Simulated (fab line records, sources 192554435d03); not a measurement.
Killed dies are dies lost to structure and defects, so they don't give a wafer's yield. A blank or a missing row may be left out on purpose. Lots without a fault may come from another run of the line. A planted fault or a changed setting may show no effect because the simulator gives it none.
fab line records | flow n5_finfet
record lots=24 wafers=72 last_day=18
route steps=1938 shown BEOL_M3@1012 BEOL_M4@1060
lots that met no fault: from a run of the same line without faults
start_h: hours from the record's first day to the start of the lot's first wafer shown | wait_h: hours since the lot's step before | " the same as in the row above | L1.1+2: a row that stands for several wafers | - no value, or no start given | * or withheld: withheld | < > ~ a bound
route shown NAME@n: a module of which the file shows steps, and the number in the route of the first | usual: mean/standard deviation of fault-free wafers | same: alike in all rows | chamber/n: place in a boat | sites: the reading at each site | _std_site: their standard deviation | _edge_site: outer sites' mean less inner sites' | radius_mm: how far each site lies from the wafer's centre | mask NAME#n: copy n | behind: the tool/chamber that last shaped the wafer | hold: why the lot was held/for how many hours/how that ended | device: the transistor (n, p or np) that didn't switch | end of line: the same wafers' tests at the end of the route | a step without rows: its recipe alone | killed: dies lost to structure and defects at the first sort, not the wafer's yield | map: a wafer's dies, x killed, . not, _ none there
set.NAME: the setting as run; set.NAME@STEP: as run at that earlier step | model.NAME: the simulator's own value behind a step, which no gauge read
steps of the route over a sample of lots; a table a step, a row a wafer
services: from which hour (start_h, from the record's first day; less than 0 if before it) a tool's chamber was out of use, for how many hours, and why
## steps
# step N5_BEOL_M3_ANNEAL_51
# recipe temp_c=225 time_s=90 ambient=N2
# usual anneal_temp_c_max=226.5/0.42 wafer_temp_C_max=225.77/0.29
# columns lot.wafer tool chamber start_h wait_h anneal_temp_c_max wafer_temp_C_max
L074.1 rtp_anneal-02 0 151.65 0.1 226.5 226.06
L074.4 " 0 " " 226.9 226.18
L074.5 " 0 " " 227.0 226.11
L075.2 rtp_anneal-01 0 155.28 0.2 226.2 225.63
L075.3 " 0 " " 226.5 225.89
L075.6 " 0 " " 225.9 225.52
L076.2 rtp_anneal-01 0 166.44 0.1 226.6 225.61
L076.4 " 0 " " 226.3 225.67
L076.6 " 0 " " 225.9 225.52
L077.2 rtp_anneal-02 0 171.15 0.1 227.0 226.06
L077.3 " 0 " " 226.8 225.70
L077.5 " 0 " " 226.7 225.88
L078.2 rtp_anneal-02 0 174.31 0.1 226.5 225.99
L078.3 " 0 " " 226.6 226.59
L078.4 " 0 " " 227.0 226.33
L080.2 rtp_anneal-01 0 184.84 0.1 226.7 225.51
L080.3 " 0 " " 226.3 225.36
L080.4 " 0 " " 226.2 225.50
L079.1 rtp_anneal-02 0 189.78 0.1 226.7 225.97
L079.2 " 0 " " 226.3 226.27
L079.5 " 0 " " 227.1 226.14
L081.3 rtp_anneal-01 0 200.08 0.1 226.0 225.54
L081.4 " 0 " " 226.4 225.51
L081.6 " 0 " " 226.4 225.39
L082.1 rtp_anneal-02 0 204.34 0.1 226.4 226.18
L082.5 " 0 " " 226.1 225.46
L082.6 " 0 " " 226.7 225.91
L083.2 rtp_anneal-02 0 205.57 0.1 227.0 225.79
L083.4 " 0 " " 226.8 225.78
L083.5 " 0 " " 226.3 226.28
L084.1 rtp_anneal-02 0 216.75 0.1 226.5 225.87
L084.5 " 0 " " 226.7 226.20
L084.6 " 0 " " 226.9 226.06
L086.1 rtp_anneal-02 0 233.50 0.3 226.5 225.50
L086.5 " 0 " " 226.9 225.99
L086.6 " 0 " " 227.0 226.15
L085.2 rtp_anneal-02 0 235.34 0.3 227.1 225.77
L085.3 " 0 " " 227.1 225.77
L085.4 " 0 " " 227.0 226.23
L087.2 rtp_anneal-01 0 236.91 0.1 226.3 225.45
L087.4 " 0 " " 226.3 225.50
L087.6 " 0 " " 225.7 225.50
L089.1 rtp_anneal-01 0 240.67 0.1 226.1 225.93
L089.2 " 0 " " 226.5 225.74
L089.3 " 0 " " 225.8 225.59
L088.1 rtp_anneal-01 0 247.95 0.8 226.3 225.71
L088.3 " 0 " " 226.1 225.94
L088.5 " 0 " " 226.0 225.76
L090.2 rtp_anneal-01 0 258.68 0.1 226.6 225.46
L090.3 " 0 " " 226.3 225.71
L090.4 " 0 " " 226.8 225.56
L091.2 rtp_anneal-01 0 264.19 0.3 225.9 225.50
L091.3 " 0 " " 226.1 225.81
L091.5 " 0 " " 226.2 225.44
L093.1 rtp_anneal-02 0 265.83 0.2 227.1 225.46
L093.2 " 0 " " 227.2 225.94
L093.5 " 0 " " 227.6 225.50
L092.2 rtp_anneal-01 0 266.66 0.1 225.7 225.31
L092.4 " 0 " " 226.4 225.47
L092.6 " 0 " " 226.3 225.25
L094.2 rtp_anneal-02 0 270.24 0.2 226.8 225.55
L094.3 " 0 " " 225.9 225.33
L094.4 " 0 " " 226.2 225.57
L097.2 rtp_anneal-02 0 287.24 0.1 226.9 225.30
L097.3 " 0 " " 226.7 226.25
L097.5 " 0 " " 226.8 225.82
L095.1 rtp_anneal-02 0 298.42 0.1 226.7 226.06
L095.3 " 0 " " 227.1 226.27
L095.5 " 0 " " 226.8 226.46
L096.1 rtp_anneal-02 0 300.25 0.1 226.4 226.17
L096.3 " 0 " " 227.5 225.38
L096.5 " 0 " " 227.5 225.87
# step N5_BEOL_M4_ETCH_77
# recipe chemistry=N2/H2 target=underlayer target_depth_a=65 mask_material=CAR-EUV time_s=5.2 ion_energy_ev=200 pressure_mtorr=30 source_w=840 bias_w=150 n2_flow_sccm=200 h2_flow_sccm=200 ends=cleared
# usual drypump_motor_current_A=6.0/0.38 etch_rf_on_time_s=5.20/0.063 h2_flow_sccm=199.9/0.57 oes_product_au=0.70/0.078 rf_vpp_V=523.7/2.4 showerhead_plenum_p_Torr=2.54/0.072 throttle_valve_pct=17.87/0.27
# columns lot.wafer tool chamber start_h wait_h drypump_motor_current_A etch_rf_on_time_s h2_flow_sccm oes_product_au rf_hours_counter_h rf_vpp_V showerhead_plenum_p_Torr throttle_valve_pct
L074.1 rie_diel-05 1 154.78 0.0 6.2 5.31 200.3 0.58 243 525.2 2.50 18.23
L074.4 " 2 " " 6.3 5.15 200.0 0.69 71 520.3 2.47 17.60
L074.5 " 0 " " 6.1 5.17 199.2 0.73 - 521.4 2.48 17.67
L075.2 rie_diel-03 0 161.57 0.0 5.7 5.17 199.8 0.74 59 523.9 2.58 18.08
L075.3 " 2 " " 5.4 5.34 200.5 0.59 221 527.7 2.62 18.39
L075.6 " 3 " " 6.3 5.16 200.1 0.69 - 523.3 2.56 17.71
L076.2 rie_diel-05 3 169.86 0.0 6.2 5.26 200.2 0.61 207 525.5 2.63 18.29
L076.4 " 2 " " 6.3 5.20 200.3 0.69 76 521.3 2.47 17.61
L076.6 " 0 " " 6.0 5.22 200.4 0.73 - 519.1 2.47 17.66
L077.2 rie_diel-05 1 173.71 0.0 6.2 5.36 199.1 0.58 249 521.8 2.50 18.22
L077.3 " 2 " " 6.3 5.19 200.1 0.68 77 523.1 2.47 17.62
L077.5 " 0 " " 6.1 5.17 199.9 0.71 - 523.6 2.47 17.65
L078.2 rie_diel-04 3 180.31 0.0 6.4 5.32 199.7 0.57 250 517.1 2.39 18.25
L078.3 " 2 " " 5.3 5.08 200.7 0.85 2 522.2 2.49 17.38
L078.4 " 1 " " 6.0 5.20 201.0 0.59 - 524.2 2.54 17.91
L080.2 rie_diel-04 2 188.43 0.0 5.4 5.18 199.3 0.81 7 522.6 2.49 17.41
L080.3 " 1 " " 6.1 5.17 200.4 0.59 195 524.4 2.53 17.92
L080.4 " 1 " " 6.0 5.18 200.6 0.60 - 522.6 2.53 17.92
L079.1 rie_diel-05 3 195.26 0.0 6.2 5.19 200.3 0.60 219 525.1 2.62 18.31
L079.2 " 2 " " 6.3 5.07 200.0 0.69 87 520.3 2.47 17.64
L079.5 " 2 " " 6.3 5.11 200.2 0.69 - 520.2 2.47 17.64
L081.3 rie_diel-05 2 203.49 0.0 6.4 5.11 199.6 0.68 91 522.0 2.46 17.64
L081.4 " 0 " " 6.0 5.17 200.2 0.71 - 521.2 2.47 17.71
L081.6 " 2 " " 6.4 5.15 200.1 0.68 - 520.7 2.46 17.65
L082.1 rie_diel-05 2 207.49 0.0 6.3 5.18 199.6 0.69 93 523.3 2.46 17.67
L082.5 " 0 " " 6.1 5.15 198.8 0.70 - 523.7 2.47 17.69
L082.6 " 1 " " 6.3 5.20 200.8 0.79 - 523.5 2.50 17.79
L083.2 rie_diel-03 3 209.38 0.0 6.3 5.18 200.1 0.68 119 524.7 2.56 17.75
L083.4 " 2 " " 5.5 5.27 199.7 0.58 238 526.2 2.61 18.41
L083.5 " 1 " " 6.5 5.16 199.8 0.76 - 521.9 2.50 18.01
L084.1 rie_diel-05 3 219.62 0.0 6.2 5.32 200.5 0.59 223 524.4 2.62 18.33
L084.5 " 3 " " 6.2 5.33 201.3 0.59 - 525.6 2.62 18.30
L084.6 " 0 " " 6.1 5.22 200.2 0.70 - 522.5 2.47 17.71
L086.1 rie_diel-04 2 236.85 0.0 5.4 5.16 199.4 0.78 24 524.8 2.48 17.43
L086.5 " 0 " " 5.4 5.17 199.1 0.80 - 524.7 2.61 17.59
L086.6 " 3 " " 6.3 5.21 200.0 0.78 - 528.4 2.71 17.81
L085.2 rie_diel-04 2 239.19 0.0 5.4 5.18 200.3 0.78 25 520.7 2.48 17.40
L085.3 " 0 " " 5.4 5.17 200.9 0.79 19 522.7 2.61 17.59
L085.4 " 3 " " 6.3 5.25 199.8 0.78 12 528.3 2.71 17.86
L087.2 rie_diel-04 3 242.28 0.0 6.3 5.18 199.6 0.80 13 529.3 2.71 17.84
L087.4 " 2 " " 5.4 5.15 200.9 0.77 26 522.1 2.48 17.43
L087.6 " 1 " " 6.0 5.21 199.1 0.58 - 524.6 2.53 17.93
L089.1 rie_diel-04 0 243.32 0.0 5.4 5.19 199.7 0.78 20 526.1 2.61 17.58
L089.2 " 2 " " 5.4 5.20 199.8 0.77 27 520.9 2.48 17.41
L089.3 " 1 " " 6.0 5.21 199.5 0.57 215 524.3 2.53 17.96
L088.1 rie_diel-03 1 252.19 0.0 6.5 5.24 199.8 0.75 37 522.6 2.49 18.00
L088.3 " 3 " " 6.4 5.20 200.3 0.66 136 522.9 2.55 17.79
L088.5 " 0 " " 5.7 5.11 199.7 0.70 - 526.5 2.57 18.15
L090.2 rie_diel-03 0 261.97 0.0 5.8 5.17 200.6 0.69 100 523.7 2.56 18.14
L090.3 " 3 " " 6.3 5.23 199.7 0.66 141 522.2 2.55 17.77
L090.4 " 3 " " 6.3 5.19 199.8 0.66 - 526.7 2.55 17.77
L091.2 rie_diel-03 1 268.59 0.0 6.5 5.29 200.0 0.72 45 521.3 2.49 18.04
L091.3 " 3 " " 6.4 5.22 200.3 0.66 144 525.1 2.55 17.77
L091.5 " 0 " " 5.8 5.16 199.1 0.69 - 524.7 2.56 18.16
L093.1 rie_diel-05 3 268.96 0.0 6.2 5.26 199.3 0.59 240 525.1 2.61 18.34
L093.2 " 0 " " 6.0 5.23 200.5 0.68 104 523.0 2.46 17.73
L093.5 " 2 " " 6.3 5.23 199.4 0.66 - 524.3 2.46 17.69
L092.2 rie_diel-03 0 270.22 0.0 5.7 5.20 200.4 0.68 103 527.0 2.56 18.17
L092.4 " 1 " " 6.5 5.18 200.5 0.74 46 520.4 2.49 18.02
L092.6 " 0 " " 5.8 5.22 200.0 0.69 - 525.1 2.56 18.16
L094.2 rie_diel-04 1 274.05 0.0 6.0 5.28 199.7 0.57 227 521.8 2.52 17.98
L094.3 " 0 " " 5.4 5.12 199.7 0.77 32 525.2 2.60 17.62
L094.4 " 2 " " 5.3 5.18 199.2 0.75 38 523.4 2.47 17.44
L097.2 rie_diel-04 1 291.17 0.0 6.1 5.21 200.3 0.59 232 523.1 2.52 17.98
L097.3 " 3 " " 6.3 5.16 200.3 0.75 29 525.6 2.70 17.88
L097.5 " 0 " " 5.4 5.11 199.3 0.77 - 524.0 2.60 17.61
L095.1 rie_diel-04 1 301.66 0.0 6.0 5.14 200.0 0.58 238 522.2 2.52 17.99
L095.3 " 2 " " 5.4 5.15 200.3 0.74 49 523.1 2.47 17.44
L095.5 " 2 " " 5.4 5.11 200.8 0.74 - 523.4 2.47 17.45
L096.1 rie_diel-03 0 304.96 0.0 5.8 5.16 200.3 0.68 118 523.5 2.56 18.18
L096.3 " 2 " " 5.5 5.16 200.0 0.80 11 526.0 2.60 18.09
L096.5 " 0 " " 5.7 5.19 200.7 0.68 - 525.2 2.56 18.19
# step N5_BEOL_M4_ALD_98
# recipe material=SiO2 target_thk_a=25 temp_c=100 ald_precursor_family=BDEAS ald_co_reactant=O2-plasma pulse_time_s=1 co_reactant_pulse_time_s=1 purge_time_s=2 co_reactant_purge_time_s=2 ald_cycles=17 pressure_torr=2
# usual heater_power_w=81/6.9 precursor_pulse_height_rel=0.999/0.02
# same pulse_time_s=1
# columns lot.wafer tool chamber start_h wait_h heater_power_w precursor_pulse_height_rel
L074.1 ald_sin-02 2 154.90 0.1 79 1.033
L074.4 " 3 " " 93 0.994
L074.5 " 1 " " 72 1.014
L075.2 ald_sin-03 3 161.67 0.1 84 0.993
L075.3 " 1 " " 93 0.978
L075.6 " 3 " " 83 1.011
L076.2 ald_sin-01 1 169.96 0.1 77 0.966
L076.4 " 3 " " 92 0.984
L076.6 " 1 " " 77 1.007
L077.2 ald_sin-01 3 173.81 0.1 91 1.007
L077.3 " 0 " " 80 1.008
L077.5 " 2 " " 84 0.969
L078.2 ald_sin-02 3 180.51 0.2 93 1.015
L078.3 " 0 " " 77 0.961
L078.4 " 2 " " 81 1.010
L080.2 ald_sin-03 1 189.55 1.1 97 0.979
L080.3 " 2 " " 78 0.997
L080.4 " 1 " " 94 1.028
L079.1 ald_sin-02 0 195.39 0.1 76 1.018
L079.2 " 1 " " 71 0.971
L079.5 " 2 " " 79 1.014
L081.3 ald_sin-01 1 203.59 0.1 73 0.991
L081.4 " 2 " " 84 1.000
L081.6 " 0 " " 78 0.971
L082.1 ald_sin-03 0 207.85 0.3 77 1.011
L082.5 " 3 " " 85 0.969
L082.6 " 2 " " 78 0.996
L083.2 ald_sin-02 1 209.48 0.1 73 0.992
L083.4 " 2 " " 78 1.011
L083.5 " 2 " " 78 0.986
L084.1 ald_sin-02 1 219.97 0.3 74 0.992
L084.5 " 3 " " 94 0.971
L084.6 " 0 " " 78 0.992
L086.1 ald_sin-03 2 236.95 0.1 80 0.992
L086.5 " 3 " " 83 1.022
L086.6 " 2 " " 80 1.023
L085.2 ald_sin-02 1 239.32 0.1 72 0.984
L085.3 " 3 " " 94 1.011
L085.4 " 2 " " 78 1.001
L087.2 ald_sin-03 0 242.55 0.2 75 0.975
L087.4 " 2 " " 80 1.016
L087.6 " 2 " " 81 1.028
L089.1 ald_sin-01 1 243.59 0.2 73 1.009
L089.2 " 3 " " 86 1.004
L089.3 " 0 " " 78 1.005
L088.1 ald_sin-01 0 252.29 0.1 79 0.948
L088.3 " 1 " " 72 1.002
L088.5 " 1 " " 73 1.001
L090.2 ald_sin-02 0 262.07 0.1 77 1.011
L090.3 " 1 " " 72 0.974
L090.4 " 2 " " 79 1.006
L091.2 ald_sin-01 3 268.85 0.2 86 1.006
L091.3 " 1 " " 70 1.013
L091.5 " 0 " " 77 0.980
L093.1 ald_sin-02 0 270.03 1.0 75 0.975
L093.2 " 1 " " 71 1.035
L093.5 " 2 " " 80 0.993
L092.2 ald_sin-02 2 270.32 0.1 81 0.990
L092.4 " 0 " " 79 1.003
L092.6 " 1 " " 73 0.996
L094.2 ald_sin-03 3 274.15 0.1 83 0.986
L094.3 " 0 " " 78 1.000
L094.4 " 0 " " 76 1.000
L097.2 ald_sin-03 2 292.07 0.9 81 0.998
L097.3 " 0 " " 76 1.002
L097.5 " 3 " " 84 0.979
L095.1 ald_sin-01 2 301.76 0.1 84 0.990
L095.3 " 1 " " 75 1.016
L095.5 " 2 " " 84 0.990
L096.1 ald_sin-03 0 305.06 0.1 75 0.980
L096.3 " 2 " " 79 0.991
L096.5 " 0 " " 76 0.953
# step N5_BEOL_M4_ETCH_41
# recipe chemistry=CH3F/O2 target=SiCN target_depth_a=299 taper_deg=2 time_s=52.5 ion_energy_ev=120 mask_material=TiN pressure_mtorr=30 source_w=395 bias_w=75 Ar_flow_sccm=150 CH3F_flow_sccm=30 O2_flow_sccm=20
# usual drypump_motor_current_A=5.9/0.41 oes_product_au=0.83/0.095 rf_vpp_V=297.4/1.4 showerhead_plenum_p_Torr=2.00/0.059 throttle_valve_pct=16.27/0.25
# columns lot.wafer tool chamber start_h wait_h drypump_motor_current_A oes_product_au rf_hours_counter_h rf_vpp_V showerhead_plenum_p_Torr throttle_valve_pct
L074.1 rie_diel-05 1 - - 6.2 0.68 245 295.4 1.97 16.73
L074.4 " 0 " " 6.0 0.86 66 295.6 1.95 16.01
L074.5 " 2 " " 6.3 0.82 - 295.8 1.95 16.05
L075.2 rie_diel-03 0 - - 5.8 0.86 59 298.5 2.02 16.43
L075.3 " 3 " " 6.3 0.82 101 299.0 2.02 16.19
L075.6 " 3 " " 6.3 0.81 - 298.6 2.02 16.17
L076.2 rie_diel-04 3 - - 6.3 0.66 250 294.4 1.89 16.77
L076.4 " 2 " " 5.4 0.98 - 295.1 1.97 15.91
L076.6 " 3 " " 6.3 0.67 - 295.9 1.89 16.78
L077.2 rie_diel-03 1 - - 6.5 0.93 10 297.3 1.96 16.37
L077.3 " 2 " " 5.5 0.69 227 299.3 2.06 16.86
L077.5 " 0 " " 5.8 0.85 - 296.4 2.02 16.46
L078.2 rie_diel-03 0 - - 5.7 0.85 66 297.4 2.02 16.46
L078.3 " 3 " " 6.3 0.81 107 296.7 2.02 16.19
L078.4 " 1 " " 6.5 0.93 11 295.4 1.96 16.40
L080.2 rie_diel-04 0 - - 5.4 1.01 1 300.0 2.05 15.97
L080.3 " 1 " " 6.0 0.69 196 298.1 1.98 16.36
L080.4 " 2 " " 5.3 0.96 - 296.3 1.97 15.93
L079.1 rie_diel-03 0 - - 5.7 0.84 76 297.4 2.02 16.47
L079.2 " 3 " " 6.3 0.79 117 297.8 2.01 16.20
L079.5 " 1 " " 6.5 0.90 - 296.0 1.96 16.41
L081.3 rie_diel-04 2 - - 5.3 0.92 14 296.1 1.96 15.92
L081.4 " 0 " " 5.4 0.97 7 297.7 2.05 15.96
L081.6 " 3 " " 6.4 0.97 - 300.3 2.14 16.30
L082.1 rie_diel-05 2 - - 6.3 0.80 94 295.9 1.94 16.09
L082.5 " 1 " " 6.2 0.94 - 297.0 1.97 16.28
L082.6 " 0 " " 6.0 0.83 - 296.7 1.94 16.04
L083.2 rie_diel-05 1 - - 6.2 0.92 6 295.8 1.97 16.28
L083.4 " 0 " " 6.1 0.82 - 295.9 1.94 16.06
L083.5 " 2 " " 6.3 0.79 - 296.3 1.94 16.09
L084.1 rie_diel-03 3 - - 6.3 0.79 126 297.9 2.01 16.24
L084.5 " 0 " " 5.7 0.82 - 297.8 2.02 16.50
L084.6 " 3 " " 6.4 0.78 - 297.0 2.01 16.23
L086.1 rie_diel-04 2 - - 5.3 0.91 25 297.4 1.96 15.96
L086.5 " 0 " " 5.4 0.94 - 298.9 2.05 15.97
L086.6 " 1 " " 6.0 0.69 - 297.0 1.98 16.37
L085.2 rie_diel-03 2 - - 5.5 0.67 249 299.1 2.05 16.89
L085.3 " 3 " " 6.3 0.78 130 297.1 2.01 16.26
L085.4 " 0 " " 5.7 0.83 89 297.7 2.01 16.53
L089.1 rie_diel-04 0 - - 5.4 0.93 21 299.2 2.05 15.99
L089.2 " 3 " " 6.3 0.93 14 300.2 2.13 16.31
L089.3 " 2 " " 5.4 0.90 27 298.6 1.96 15.97
L087.2 rie_diel-05 3 - - 6.2 0.69 232 298.5 2.06 16.74
L087.4 " 0 " " 6.1 0.81 97 294.3 1.94 16.09
L087.6 " 0 " " 6.1 0.80 - 297.1 1.94 16.08
L088.1 rie_diel-04 0 - - 5.4 0.92 25 298.3 2.04 16.00
L088.3 " 2 " " 5.3 0.89 31 297.4 1.96 15.97
L088.5 " 2 " " 5.3 0.90 - 297.3 1.96 15.96
L090.2 rie_diel-04 3 - - 6.3 0.90 22 299.8 2.13 16.35
L090.3 " 2 " " 5.3 0.91 35 297.6 1.96 15.95
L090.4 " 0 " " 5.4 0.91 29 298.1 2.04 16.00
L091.2 rie_diel-04 3 - - 6.3 0.89 24 298.8 2.13 16.34
L091.3 " 1 " " 6.0 0.67 226 297.3 1.97 16.41
L091.5 " 2 " " 5.4 0.87 - 296.8 1.96 15.99
L093.1 rie_diel-03 3 - - 6.3 0.77 145 297.0 2.00 16.27
L093.2 " 0 " " 5.7 0.80 105 297.2 2.01 16.52
L093.5 " 1 " " 6.5 0.86 - 295.2 1.95 16.47
L092.2 rie_diel-04 3 - - 6.3 0.89 25 298.6 2.13 16.35
L092.4 " 1 " " 6.0 0.67 228 295.7 1.97 16.42
L092.6 " 2 " " 5.3 0.89 - 296.9 1.95 15.99
L094.2 rie_diel-04 0 - - 5.4 0.91 33 299.0 2.04 16.02
L094.3 " 3 " " 6.3 0.90 25 298.0 2.13 16.36
L094.4 " 2 " " 5.4 0.89 39 296.2 1.95 15.99
L097.2 rie_diel-04 1 - - 6.0 0.67 237 296.3 1.97 16.42
L097.3 " 0 " " 5.4 0.89 40 298.2 2.04 16.02
L097.5 " 1 " " 6.0 0.67 - 296.0 1.97 16.44
L095.1 rie_diel-05 0 - - 6.0 0.78 116 295.9 1.93 16.11
L095.3 " 1 " " 6.2 0.85 36 297.4 1.96 16.33
L095.5 " 1 " " 6.2 0.86 - 297.2 1.96 16.33
L096.1 rie_diel-04 3 - - 6.3 0.88 36 299.9 2.12 16.37
L096.3 " 0 " " 5.4 0.89 43 298.0 2.04 16.05
L096.5 " 0 " " 5.4 0.89 - 298.0 2.04 16.04
# step N5_BEOL_M4_SPUTTER_88
# recipe material=Cu target_thk_a=45 temp_c=-20 chamber_pressure_pa=0.07 power_w=withheld time_s=8.29
# usual chuck_sensor_temp_C=-15.9/0.41 throttle_valve_pct=29.7/1.2
# columns lot.wafer tool chamber start_h wait_h chuck_sensor_temp_C throttle_valve_pct
L074.1 pvd_sputter-02 - 162.57 0.1 -16.1 30.1
L074.4 " - " " -15.4 31.2
L074.5 " - " " -16.1 29.9
L075.2 pvd_sputter-02 - 165.16 0.1 -16.1 29.7
L075.3 " - " " -16.1 29.9
L075.6 " - " " -16.1 29.7
L076.2 pvd_sputter-02 - 180.41 0.1 -16.1 27.4
L076.4 " - " " -16.0 29.7
L076.6 " - " " -16.1 29.7
L077.2 pvd_sputter-02 - 183.91 0.1 -15.4 31.0
L077.3 " - " " -16.2 29.8
L077.5 " - " " -16.1 30.1
L078.2 pvd_sputter-02 - 185.75 0.1 -15.4 31.0
L078.3 " - " " -15.9 30.0
L078.4 " - " " -16.3 27.5
L080.2 pvd_sputter-03 - 195.51 0.1 -16.3 31.0
L080.3 " - " " -16.0 29.1
L080.4 " - " " -16.9 30.3
L079.1 pvd_sputter-03 - 208.17 0.1 -16.0 31.0
L079.2 " - " " -15.9 29.4
L079.5 " - " " -16.2 30.9
L081.3 pvd_sputter-02 - 208.20 0.1 -16.2 29.9
L081.4 " - " " -15.4 30.8
L081.6 " - " " -15.3 30.9
L082.1 pvd_sputter-01 - 211.06 0.1 -15.5 27.6
L082.5 " - " " -15.8 30.9
L082.6 " - " " -16.0 29.2
L083.2 pvd_sputter-02 - 213.94 0.1 -15.2 31.1
L083.4 " - " " -16.1 27.4
L083.5 " - " " -16.1 30.1
L084.1 pvd_sputter-01 - 230.92 0.1 -15.5 31.2
L084.5 " - " " -15.9 29.0
L084.6 " - " " -15.5 31.0
L086.1 pvd_sputter-02 - 243.63 0.1 -15.3 31.0
L086.5 " - " " -16.0 29.9
L086.6 " - " " -16.0 29.9
L085.2 pvd_sputter-03 - 244.66 0.1 -15.8 29.0
L085.3 " - " " -17.0 30.5
L085.4 " - " " -16.0 30.8
L089.1 pvd_sputter-02 - 248.55 0.1 -15.2 31.0
L089.2 " - " " -16.2 27.7
L089.3 " - " " -16.0 29.9
L087.2 pvd_sputter-01 - 248.66 0.1 -15.6 27.4
L087.4 " - " " -15.8 29.3
L087.6 " - " " -16.2 29.8
L088.1 pvd_sputter-02 - 256.79 0.1 -15.9 30.0
L088.3 " - " " -15.3 31.0
L088.5 " - " " -15.2 31.3
L090.2 pvd_sputter-03 - 270.76 0.1 -15.9 29.2
L090.3 " - " " -15.8 28.8
L090.4 " - " " -16.1 31.2
L091.2 pvd_sputter-03 - 273.83 0.1 -16.0 29.3
L091.3 " - " " -16.8 30.7
L091.5 " - " " -15.8 29.2
L093.1 pvd_sputter-01 - 275.69 0.1 -15.8 29.2
L093.2 " - " " -16.3 29.6
L093.5 " - " " -15.7 29.1
L092.2 pvd_sputter-02 - 278.21 0.1 -15.3 30.8
L092.4 " - " " -15.9 29.9
L092.6 " - " " -16.2 27.4
L094.2 pvd_sputter-01 - 279.19 0.1 -15.3 27.7
L094.3 " - " " -16.2 29.8
L094.4 " - " " -15.8 29.3
L097.2 pvd_sputter-02 - 301.64 0.1 -16.1 27.4
L097.3 " - " " -15.4 31.3
L097.5 " - " " -16.4 27.3
L095.1 pvd_sputter-02 - 305.40 0.1 -15.1 30.8
L095.3 " - " " -16.0 30.2
L095.5 " - " " -16.1 29.9
L096.1 pvd_sputter-02 - 307.88 0.1 -16.1 29.9
L096.3 " - " " -16.3 27.4
L096.5 " - " " -16.1 30.2
# step N5_BEOL_M4_SPUTTER_90
# recipe material=Cu target_thk_a=45 temp_c=-20 chamber_pressure_pa=0.07 power_w=withheld time_s=8.29
# usual chuck_sensor_temp_C=-16.0/0.39 throttle_valve_pct=29.7/1.2
# columns lot.wafer tool chamber start_h wait_h chuck_sensor_temp_C throttle_valve_pct
L074.1 pvd_sputter-02 - 162.79 0.1 -16.1 29.8
L074.4 " - " " -15.3 31.0
L074.5 " - " " -16.2 29.9
L075.2 pvd_sputter-02 - 165.38 0.1 -16.0 29.5
L075.3 " - " " -15.9 30.0
L075.6 " - " " -16.1 29.5
L076.2 pvd_sputter-02 - 180.63 0.1 -16.3 27.4
L076.4 " - " " -16.2 29.6
L076.6 " - " " -16.2 29.8
L077.2 pvd_sputter-02 - 184.13 0.1 -15.3 31.1
L077.3 " - " " -15.9 29.8
L077.5 " - " " -16.1 30.2
L078.2 pvd_sputter-02 - 185.97 0.1 -15.4 30.9
L078.3 " - " " -16.0 29.9
L078.4 " - " " -16.1 27.3
L080.2 pvd_sputter-03 - 195.73 0.1 -16.2 31.1
L080.3 " - " " -15.8 28.7
L080.4 " - " " -16.9 30.4
L079.1 pvd_sputter-03 - 208.39 0.1 -16.2 30.8
L079.2 " - " " -16.1 29.1
L079.5 " - " " -16.3 31.2
L081.3 pvd_sputter-02 - 208.42 0.1 -16.2 29.7
L081.4 " - " " -15.4 30.7
L081.6 " - " " -15.3 30.9
L082.1 pvd_sputter-01 - 211.28 0.1 -15.2 28.0
L082.5 " - " " -15.5 30.9
L082.6 " - " " -15.8 29.3
L083.2 pvd_sputter-02 - 214.16 0.1 -15.4 30.8
L083.4 " - " " -16.2 27.6
L083.5 " - " " -16.0 30.0
L084.1 pvd_sputter-01 - 231.14 0.1 -15.4 31.2
L084.5 " - " " -15.8 29.5
L084.6 " - " " -15.6 30.9
L086.1 pvd_sputter-02 - 243.85 0.1 -15.4 31.3
L086.5 " - " " -16.2 29.6
L086.6 " - " " -15.9 30.0
L085.2 pvd_sputter-03 - 244.88 0.1 -15.9 28.7
L085.3 " - " " -16.7 30.6
L085.4 " - " " -16.0 31.1
L089.1 pvd_sputter-02 - 248.77 0.1 -15.5 30.9
L089.2 " - " " -16.3 27.4
L089.3 " - " " -16.0 29.9
L087.2 pvd_sputter-01 - 248.88 0.1 -15.5 27.8
L087.4 " - " " -15.9 29.3
L087.6 " - " " -16.3 29.7
L088.1 pvd_sputter-02 - 257.01 0.1 -16.0 30.2
L088.3 " - " " -15.4 30.9
L088.5 " - " " -15.3 30.6
L090.2 pvd_sputter-03 - 270.98 0.1 -15.9 29.3
L090.3 " - " " -15.9 28.9
L090.4 " - " " -16.2 31.3
L091.2 pvd_sputter-03 - 274.05 0.1 -15.9 29.0
L091.3 " - " " -16.9 30.5
L091.5 " - " " -15.9 29.3
L093.1 pvd_sputter-01 - 275.91 0.1 -15.9 29.1
L093.2 " - " " -16.2 29.6
L093.5 " - " " -16.0 29.1
L092.2 pvd_sputter-02 - 278.43 0.1 -15.3 31.3
L092.4 " - " " -16.1 30.0
L092.6 " - " " -16.2 27.4
L094.2 pvd_sputter-01 - 279.63 0.1 -15.4 27.6
L094.3 " - " " -16.1 29.8
L094.4 " - " " -15.8 29.3
L097.2 pvd_sputter-02 - 301.86 0.1 -16.2 27.3
L097.3 " - " " -15.5 31.2
L097.5 " - " " -16.5 27.4
L095.1 pvd_sputter-02 - 305.62 0.1 -15.4 31.1
L095.3 " - " " -15.9 30.2
L095.5 " - " " -16.2 29.8
L096.1 pvd_sputter-02 - 308.10 0.1 -16.1 30.1
L096.3 " - " " -16.3 27.4
L096.5 " - " " -16.2 29.8
## services
# columns tool chamber start_h hours kind
ald_sin-01 3 144.39 2.6 repair
rie_diel-04 2 149.43 - clean
rie_diel-04 2 149.43 - consumable_replace:focus_ring
rie_diel-04 2 149.43 24.1 scheduled_down
rie_diel-04 2 149.43 24.1 vent_cycle
rie_diel-04 0 154.52 2.4 repair
rie_diel-04 0 161.59 5.3 repair
rie_diel-03 1 165.50 5.0 repair
rie_diel-04 0 173.53 - clean
rie_diel-04 0 173.53 - consumable_replace:focus_ring
rie_diel-04 0 173.53 14.9 scheduled_down
rie_diel-04 0 173.53 14.9 vent_cycle
ald_sin-01 - 177.73 14.0 pm
rie_diel-05 3 202.56 13.1 repair
ald_sin-03 2 216.08 16.4 repair
ald_sin-02 2 226.08 7.9 repair
ald_sin-01 2 243.11 20.8 repair
ald_sin-02 1 253.46 5.0 repair
ald_sin-03 1 258.35 31.1 repair
ald_sin-02 3 258.73 4.8 repair
pvd_sputter-01 - 281.97 1.4 repair
rie_diel-03 2 282.26 6.2 repair
ald_sin-03 - 287.74 4.3 pm
rie_diel-04 1 301.83 9.3 repair
## key
fault none
